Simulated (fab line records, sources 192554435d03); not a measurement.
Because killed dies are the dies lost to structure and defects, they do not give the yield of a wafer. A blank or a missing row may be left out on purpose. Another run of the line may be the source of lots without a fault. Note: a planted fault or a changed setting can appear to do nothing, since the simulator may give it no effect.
A lot that was struck, set against a sound lot | flow n5 finfet | 17 out of 1938 route steps
Sound: the wafers L765.4, L765.5, L765.6. The struck wafers were L774.2, L774.5, L774.6. The cause is given at the end.
For every step that has rows: the tool of each side, followed by ch and its chambers, followed by its first start. Under that, the readings that differ: sound wafers | struck wafers | difference of the means | sigmas: that difference in standard deviations of wafers without a fault.
alike: readings whose means differ by less than 2 such deviations, and words and numbers that are the same on both sides. not compared: withheld readings, readings that some wafer has no value for, bounds like >300 that may hide the same value, and numbers for which the record gives no deviation and whose values overlap.
A row with sigmas, a row that says differs or no value, or rows on one side alone: a step with any of these is where the two part. Non-overlapping numbers with no deviation appear without sigmas and do not part them. A reading that every wafer of one side lacks parts them only if that side has two wafers or more.

first, 3 steps without rows for these wafers: N5_GATE_CUT_STRIP_42 (strips in O2); N5_GATE_CUT_ETCH_19 (etches SiNx in CH3F/O2, target depth 53.7 nm, time 76.7 s); N5_GATE_CUT_CUT_ETCH_53 (etches W in SF6/Cl2, target depth 79.2 nm).
N5_GATE_CUT_CUT_ETCH_54: etches TiN in Cl2/BCl3, target depth 96.7 nm.
  sound on rie metal-02 ch 0,1, day 5 08:48; struck on rie metal-03 ch 0,1, day 7 14:50
  reading                     | sound       | struck      | difference | sigmas
  drypump motor current A (A) | 6.5 6.5 6.3 | 5.5 5.5 5.7 | -0.9       | -2
  alike: bcl3 flow sccm, chamber pressure mTorr, etch rf on time s, oes product au, throttle valve pct
  not compared: rf hours counter h
N5_GATE_CUT_CUT_ETCH_55: etches HfO2 in BCl3, target depth 3.2 nm.
  sound on rie metal-02 ch 0,1, day 5 08:51; struck on rie metal-03 ch 0,1, day 7 14:54
  reading                     | sound       | struck      | difference | sigmas
  drypump motor current A (A) | 6.5 6.5 6.3 | 5.5 5.5 5.6 | -0.9       | -2
  alike: bcl3 flow sccm, chamber pressure mTorr, oes product au, throttle valve pct
  not compared: rf hours counter h
then, 1 step without rows for these wafers: N5_GATE_CUT_ETCH_47 (etches SiO2 in Cl2/BCl3, target depth 10 nm).
N5_GATE_CUT_VAPOR_ETCH_48: etches TiN in BCl3/Cl2.
  sound on rie metal-02 ch 0,1, day 5 08:55; struck on rie metal-03 ch 0,1, day 7 14:58
  reading                     | sound       | struck      | difference | sigmas
  drypump motor current A (A) | 6.5 6.5 6.3 | 5.5 5.5 5.7 | -0.9       | -2
  alike: oes product au
then, 1 step without rows for these wafers: N5_GATE_CUT_VAPOR_ETCH_49 (etches TiAlC in BCl3/Cl2).
N5_GATE_CUT_VAPOR_ETCH_51: etches HfO2 in BCl3/Cl2.
  sound on rie metal-02 ch 0,1, day 5 08:58; struck on rie metal-03 ch 0,1, day 7 15:01
  reading                     | sound       | struck      | difference | sigmas
  drypump motor current A (A) | 6.5 6.5 6.3 | 5.5 5.5 5.7 | -0.9       | -2
  alike: oes product au
N5_GATE_CUT_STRIP_21: strips in N2/H2, time 30 s.
  sound on plasma asher-02 ch 0,1, day 5 09:02; struck on plasma asher-01 ch 0,1, day 7 15:04
  alike: drypump motor current A, heater power w
  not compared: rf hours counter h
then, 2 steps without rows for these wafers: N5_GATE_CUT_STRIP_29 (strips in post etch residue remover, time 60 s); N5_GATE_CUT_SRD_52 (time 30 s).
N5_GATE_CUT_ALD_22: deposits SiNx, target thk 16 nm, pulse time 1 s, ald cycles 320.
  sound on ald sin-03 ch 0,2,3, day 5 09:10; struck on ald sin-01 ch 0,2,3, day 7 16:02
  reading                                   | sound       | struck         | difference | sigmas
  ald cycles                                | 320 320 320 | 384 384 384    | +64        |
  model.SiNx_of_GATE_CUT_ALD_22.thk nm (nm) | 16 16 16    | 19.2 19.2 19.2 | +3.2       |
  alike: heater power w, precursor pulse height rel
N5_GATE_CUT_CMP_23: polishes, stops on SiO2, t overpolish 23.4 s, target thk 16 nm.
  sound on cmp-04 ch 0,1,3, day 5 10:46; struck on cmp-01 ch 0,3, day 7 17:32
  alike: motor current A, platen rpm, retaining ring pressure frac
  not compared: pad life wafers, model.SiNx_of_GATE_CUT_ALD_22.thk nm
N5_GATE_CUT_THK_MEAS_24:
  sound on film metro-01 at day 5 10:57; struck on film metro-02 at day 7 17:50
  alike: GC_FILL_THK
-- a jump in the record: the struck wafers' starts before and after are 3 days apart (it breaks off in module GATE_CUT and resumes in module BEOL_M4, where the first step shown is number 1111 of the route) --
N5_BEOL_M4_RC_MEAS_101:
  sound on prober-02 ch 0, day 8 19:16; struck on prober-02 ch 0, day 10 22:13
  alike: DIBL_N, DIBL_P, IOFF_N, IOFF_P, ION_N, ION_P, SS_N, SS_P, VT_N, VT_P
-- a jump in the record: the struck wafers' starts before and after are 5 days apart (it breaks off in module BEOL_M4 and resumes in module PASSIVATION, where the first step shown is number 1936 of the route) --
N5_PASSIVATION_PROBE_49:
  only the struck wafers here have rows in the record (prober-02, day 15 11:23); the sound ones have none

WHERE THEY PART
Last at N5_PASSIVATION_PROBE_49 as far as this record goes, first at N5_GATE_CUT_CUT_ETCH_54.

WHY: the cause the simulator had injected
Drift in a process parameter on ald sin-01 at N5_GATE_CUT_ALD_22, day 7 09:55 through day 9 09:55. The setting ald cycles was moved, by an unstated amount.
